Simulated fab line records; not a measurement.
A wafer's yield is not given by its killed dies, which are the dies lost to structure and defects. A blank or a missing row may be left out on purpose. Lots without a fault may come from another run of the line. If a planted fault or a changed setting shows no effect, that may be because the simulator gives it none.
A struck lot beside a sound one :: flow nandHarc :: 15 out of 1302 route steps
Sound: the wafers L867.3, L867.5, L867.6. Struck: wafer L871.1 (left out: L871.2, L871.5 of the same lot, which were not struck); the cause appears at the end.
At each step with rows: each side's tool, then ch and its chambers, then its first start. Under that, the readings that differ: sound wafers :: struck wafers :: difference of the means :: sigmas: that difference in standard deviations of wafers without a fault.
alike: a reading whose means differ by less than 2 such deviations, as well as words and numbers matching on both sides. not compared: withheld readings; readings where some wafer has no value; bounds like >300 that might hide an equal value; numbers whose values overlap and for which the record gives no deviation.
A row with sigmas, a row that says differs or no value, or rows on one side alone: a step with any of these is where the two part. When numbers do not overlap yet have no deviation, they are printed without sigmas and do not part them. A reading missing from all wafers of one side parts the sides only when that side holds two or more wafers.

first, 7 steps without rows for these wafers: NHARC_A_BLC_COAT_03 (time 65 s); NHARC_A_BLC_COAT_04 (resist thk 90 nm); NHARC_A_BLC_SOFTBAKE_05 (time 55 s); NHARC_A_BLC_EBR_06; NHARC_A_BLC_EXPOSE_07 (exposes mask A BLC, target cd 100 nm); NHARC_A_BLC_PEB_08 (peb time 65 s); NHARC_A_BLC_DEVELOP_09 (develop time 35 s).
NHARC_A_BLC_CD_MEAS_10: the cd target is 100 nm.
  sound on cdSem-02 ch 0, day 23 14:14; struck on cdSem-02 ch 0, day 25 02:47
  alike: cdNm
NHARC_A_BLC_OVL_MEAS_11:
  sound on overlay-02, day 23 14:19; struck on overlay-02, day 25 02:53
  alike: overlayXNm, overlayYNm
NHARC_A_BLC_INSPECT_12:
  sound on defectInspect-02, day 23 14:21; struck on defectInspect-01, day 25 02:55
  alike: rawDefectCount
NHARC_A_BLC_DESCUM_15: chemistry O2, time 3 s.
  sound on rieDiel-07 ch 0,3, day 23 14:25; struck on rieDiel-07 ch 3, day 25 02:59
  alike: drypumpMotorCurrentA, o2FlowSccm, oesProductAu, rfVppV, showerheadPlenumPTorr, throttleValvePct
  not compared: rfHoursCounterH
NHARC_A_BLC_ETCH_16: etches the open film in CF4, target depth 39 nm, time 65 s.
  sound on rieDiel-07 ch 2,3, day 23 14:30; struck on rieDiel-07 ch 3, day 25 03:05
  alike: drypumpMotorCurrentA, oesProductAu, rfVppV, runLengthS, showerheadPlenumPTorr, throttleValvePct
  not compared: rfHoursCounterH
NHARC_A_BLC_ETCH_17: etches the open film in N2/H2, target depth 390 nm, time 609.38 s.
  sound on rieDiel-07 ch 2,3, day 23 14:35; struck on rieDiel-07 ch 0, day 25 03:11
reading: runLengthS (s)
sound: 631.1 630.1 631.0
struck: 646.5
difference: +15.8
sigmas: +29
  alike: drypumpMotorCurrentA, oesProductAu, rfVppV, showerheadPlenumPTorr, throttleValvePct
  not compared: rfHoursCounterH
NHARC_A_BLC_ETCH_18: etches the open film in C4F8/O2/Ar, target depth 910 nm.
  sound: rieDiel-07 ch 1,2; struck: rieDiel-07 ch 1
  alike: oesProductAu, rfVppV
  not compared: rfHoursCounterH
NHARC_END_SORT_01:
  the record has rows for the sound wafers here (prober-02 ch 0, day 25 18:35) and none for the struck ones

== WHERE THEY PART ==
At NHARC_A_BLC_ETCH_17 first; at NHARC_END_SORT_01 last (within this record only).

WHY: whatever the simulator had introduced
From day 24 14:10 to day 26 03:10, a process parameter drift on rieDiel-07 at NHARC_A_BLC_ETCH_17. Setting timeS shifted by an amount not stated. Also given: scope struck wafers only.
